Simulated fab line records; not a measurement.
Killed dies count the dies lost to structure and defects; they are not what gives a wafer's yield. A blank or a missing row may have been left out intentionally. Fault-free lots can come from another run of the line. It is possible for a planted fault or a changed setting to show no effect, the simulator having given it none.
Matching of chambers || flow n5 finfet || N5_BEOL_M8_ETCH_65 on rie diel-03 has 4 sister chambers
The step etches SiARC in CF4, target depth 15.6 nm, time 26 s. 20 wafers are shown with their chamber, then 10 later ones without.

EACH WAFER AND ITS CHAMBER
{"wafer": "L074.3", "chamber": 1, "drypump motor current A (A)": 5.7, "showerhead plenum p Torr (Torr)": 2.20, "etch rf on time s (s)": 25.0}
{"wafer": "L074.5", "chamber": 2, "drypump motor current A (A)": 5.7, "showerhead plenum p Torr (Torr)": 2.28, "etch rf on time s (s)": 26.3}
{"wafer": "L074.6", "chamber": 1, "drypump motor current A (A)": 5.7, "showerhead plenum p Torr (Torr)": 2.20, "etch rf on time s (s)": 25.0}
{"wafer": "L077.2", "chamber": 0, "drypump motor current A (A)": 5.4, "showerhead plenum p Torr (Torr)": 2.05, "etch rf on time s (s)": 26.4}
{"wafer": "L077.5", "chamber": 1, "drypump motor current A (A)": 5.7, "showerhead plenum p Torr (Torr)": 2.20, "etch rf on time s (s)": 25.2}
{"wafer": "L077.6", "chamber": 0, "drypump motor current A (A)": 5.3, "showerhead plenum p Torr (Torr)": 2.05, "etch rf on time s (s)": 26.6}
{"wafer": "L078.1", "chamber": 0, "drypump motor current A (A)": 5.3, "showerhead plenum p Torr (Torr)": 2.05, "etch rf on time s (s)": 26.4}
{"wafer": "L078.2", "chamber": 1, "drypump motor current A (A)": 5.7, "showerhead plenum p Torr (Torr)": 2.20, "etch rf on time s (s)": 25.0}
{"wafer": "L078.3", "chamber": 3, "drypump motor current A (A)": 6.6, "showerhead plenum p Torr (Torr)": 2.23, "etch rf on time s (s)": 27.0}
{"wafer": "L078.4", "chamber": 2, "drypump motor current A (A)": 5.7, "showerhead plenum p Torr (Torr)": 2.28, "etch rf on time s (s)": 26.1}
{"wafer": "L078.5", "chamber": 2, "drypump motor current A (A)": 5.7, "showerhead plenum p Torr (Torr)": 2.28, "etch rf on time s (s)": 26.0}
{"wafer": "L078.6", "chamber": 1, "drypump motor current A (A)": 5.7, "showerhead plenum p Torr (Torr)": 2.20, "etch rf on time s (s)": 24.9}
{"wafer": "L082.1", "chamber": 1, "drypump motor current A (A)": 5.7, "showerhead plenum p Torr (Torr)": 2.19, "etch rf on time s (s)": 24.8}
{"wafer": "L082.3", "chamber": 2, "drypump motor current A (A)": 5.7, "showerhead plenum p Torr (Torr)": 2.27, "etch rf on time s (s)": 26.0}
{"wafer": "L082.4", "chamber": 0, "drypump motor current A (A)": 5.3, "showerhead plenum p Torr (Torr)": 2.04, "etch rf on time s (s)": 26.5}
{"wafer": "L088.1", "chamber": 3, "drypump motor current A (A)": 6.6, "showerhead plenum p Torr (Torr)": 2.23, "etch rf on time s (s)": 27.1}
{"wafer": "L088.5", "chamber": 2, "drypump motor current A (A)": 5.7, "showerhead plenum p Torr (Torr)": 2.27, "etch rf on time s (s)": 26.1}
{"wafer": "L088.6", "chamber": 1, "drypump motor current A (A)": 5.7, "showerhead plenum p Torr (Torr)": 2.19, "etch rf on time s (s)": 25.0}
{"wafer": "L085.2", "chamber": 1, "drypump motor current A (A)": 5.7, "showerhead plenum p Torr (Torr)": 2.19, "etch rf on time s (s)": 25.3}
{"wafer": "L085.3", "chamber": 0, "drypump motor current A (A)": 5.4, "showerhead plenum p Torr (Torr)": 2.04, "etch rf on time s (s)": 26.5}

SIGNATURES (means of the wafers above)
{"reading": "drypump motor current A", "chamber 0": 5.340, "chamber 1": 5.700, "chamber 2": 5.700, "chamber 3": 6.600, "scatter within a chamber": 0.0274}
{"reading": "showerhead plenum p Torr", "chamber 0": 2.0460, "chamber 1": 2.1963, "chamber 2": 2.2760, "chamber 3": 2.2300, "scatter within a chamber": 0.00517}
{"reading": "etch rf on time s", "chamber 0": 26.480, "chamber 1": 25.025, "chamber 2": 26.100, "chamber 3": 27.050, "scatter within a chamber": 0.129}
Rule: for each reading, subtract the chamber's mean from the wafer's reading, divide by that reading's scatter and square the result; add these up over the readings and take the root, which gives the wafer's distance from the chamber. If the next closest chamber is less than 2 further off than the closest, the wafer can't be placed; otherwise it belongs to the closest. The scatter: the root of (the sum of the squares of (reading less its chamber's mean) over the shown wafers, divided by (wafers less chambers)).

WAFERS WITH NO CHAMBER GIVEN
{"wafer": "L085.4", "drypump motor current A (A)": 5.7, "showerhead plenum p Torr (Torr)": 2.27, "etch rf on time s (s)": 25.9}
{"wafer": "L086.1", "drypump motor current A (A)": 6.6, "showerhead plenum p Torr (Torr)": 2.22, "etch rf on time s (s)": 27.0}
{"wafer": "L086.5", "drypump motor current A (A)": 5.7, "showerhead plenum p Torr (Torr)": 2.27, "etch rf on time s (s)": 26.0}
{"wafer": "L086.6", "drypump motor current A (A)": 6.6, "showerhead plenum p Torr (Torr)": 2.22, "etch rf on time s (s)": 27.0}
{"wafer": "L096.1", "drypump motor current A (A)": 5.7, "showerhead plenum p Torr (Torr)": 2.19, "etch rf on time s (s)": 25.1}
{"wafer": "L096.2", "drypump motor current A (A)": 5.4, "showerhead plenum p Torr (Torr)": 2.03, "etch rf on time s (s)": 26.8}
{"wafer": "L096.4", "drypump motor current A (A)": 5.7, "showerhead plenum p Torr (Torr)": 2.26, "etch rf on time s (s)": 26.4}
{"wafer": "L097.2", "drypump motor current A (A)": 6.6, "showerhead plenum p Torr (Torr)": 2.22, "etch rf on time s (s)": 27.5}
{"wafer": "L097.3", "drypump motor current A (A)": 5.8, "showerhead plenum p Torr (Torr)": 2.26, "etch rf on time s (s)": 26.1}
{"wafer": "L097.5", "drypump motor current A (A)": 5.7, "showerhead plenum p Torr (Torr)": 2.18, "etch rf on time s (s)": 25.2}

CHAMBER TAKEN BY EACH
{"wafer": "L085.4", "from the rows above": 2, "in truth": 2}
{"wafer": "L086.1", "from the rows above": 3, "in truth": 3}
{"wafer": "L086.5", "from the rows above": 2, "in truth": 2}
{"wafer": "L086.6", "from the rows above": 3, "in truth": 3}
{"wafer": "L096.1", "from the rows above": 1, "in truth": 1}
{"wafer": "L096.2", "from the rows above": 0, "in truth": 0}
{"wafer": "L096.4", "from the rows above": 2, "in truth": 2}
{"wafer": "L097.2", "from the rows above": 3, "in truth": 3}
{"wafer": "L097.3", "from the rows above": 2, "in truth": 2}
{"wafer": "L097.5", "from the rows above": 1, "in truth": 1}
Placed correctly: 10 of 10. Number that these rows cannot place: 0. Number placed wrongly: 0.
